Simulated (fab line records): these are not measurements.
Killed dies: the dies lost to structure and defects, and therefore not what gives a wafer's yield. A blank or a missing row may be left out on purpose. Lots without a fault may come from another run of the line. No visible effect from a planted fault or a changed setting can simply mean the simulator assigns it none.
Chamber matching | flow nand-harc | NHARC_P_GATE_DESCUM_13 on rie-diel-03: 4 sister chambers
The step chemistry O2, time 3 s. 14 wafers are shown with their chamber, then 7 later ones without.

== EACH WAFER AND ITS CHAMBER ==
wafer  | chamber | drypump-motor-current-A (A) | oes-product-au (a.u.) | rf-vpp-V (V)
L082.2 | 3       | 5.7                         | 1.014                 | 58.4
L082.3 | 2       | 4.9                         | 1.011                 | 59.8
L082.4 | 0       | 5.9                         | 1.011                 | 58.1
L081.3 | 2       | 4.9                         | 0.995                 | 56.6
L081.5 | 0       | 5.9                         | 1.004                 | 58.5
L081.6 | 1       | 5.7                         | 1.001                 | 59.3
L084.1 | 3       | 5.7                         | 1.016                 | 57.8
L084.2 | 1       | 5.7                         | 1.000                 | 57.8
L084.4 | 2       | 4.9                         | 1.006                 | 57.8
L086.1 | 3       | 5.7                         | 1.020                 | 57.7
L086.5 | 2       | 4.9                         | 1.004                 | 57.3
L086.6 | 1       | 5.7                         | 1.006                 | 58.1
L087.3 | 1       | 5.6                         | 1.008                 | 57.7
L087.4 | 3       | 5.7                         | 1.017                 | 57.4

SIGNATURES, as means of the wafers listed above
reading                 | chamber 0 | chamber 1 | chamber 2 | chamber 3 | scatter within a chamber
drypump-motor-current-A | 5.900     | 5.675     | 4.900     | 5.700     | 0.0274
oes-product-au          | 1.00750   | 1.00375   | 1.00400   | 1.01675   | 0.00471
rf-vpp-V                | 58.300    | 58.225    | 57.875    | 57.825    | 0.889
Rule: a wafer lies at a distance from a chamber equal to the root of the sum of squares, over the readings, of (its reading less the chamber's mean, divided by the reading's scatter). The wafer belongs to the nearest chamber; if the next one is less than 2 further off, it can't be placed. The scatter: take each reading less its chamber's mean, square it, sum over the shown wafers, divide by the number of wafers less the number of chambers, and take the root.

== WAFERS WITHOUT THEIR CHAMBER ==
wafer  | drypump-motor-current-A (A) | oes-product-au (a.u.) | rf-vpp-V (V)
L087.6 | 6.0                         | 1.011                 | 57.8
L089.3 | 5.9                         | 1.021                 | 58.1
L089.4 | 5.7                         | 1.008                 | 58.9
L089.6 | 5.9                         | 1.016                 | 58.0
L097.2 | 4.9                         | 0.995                 | 57.0
L097.3 | 5.7                         | 1.015                 | 56.9
L097.5 | 5.7                         | 1.000                 | 57.0

== EACH ONE'S CHAMBER ==
wafer  | from the rows above     | in truth
L087.6 | 0                       | 0
L089.3 | 0                       | 0
L089.4 | can't be placed: 1 or 3 | 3
L089.6 | 0                       | 0
L097.2 | 2                       | 2
L097.3 | can't be placed: 3 or 1 | 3
L097.5 | can't be placed: 1 or 3 | 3
Correct placement for 4 of the 7. These rows do not allow placing 3 (true chamber among the candidates in 3). 0 placed wrongly.
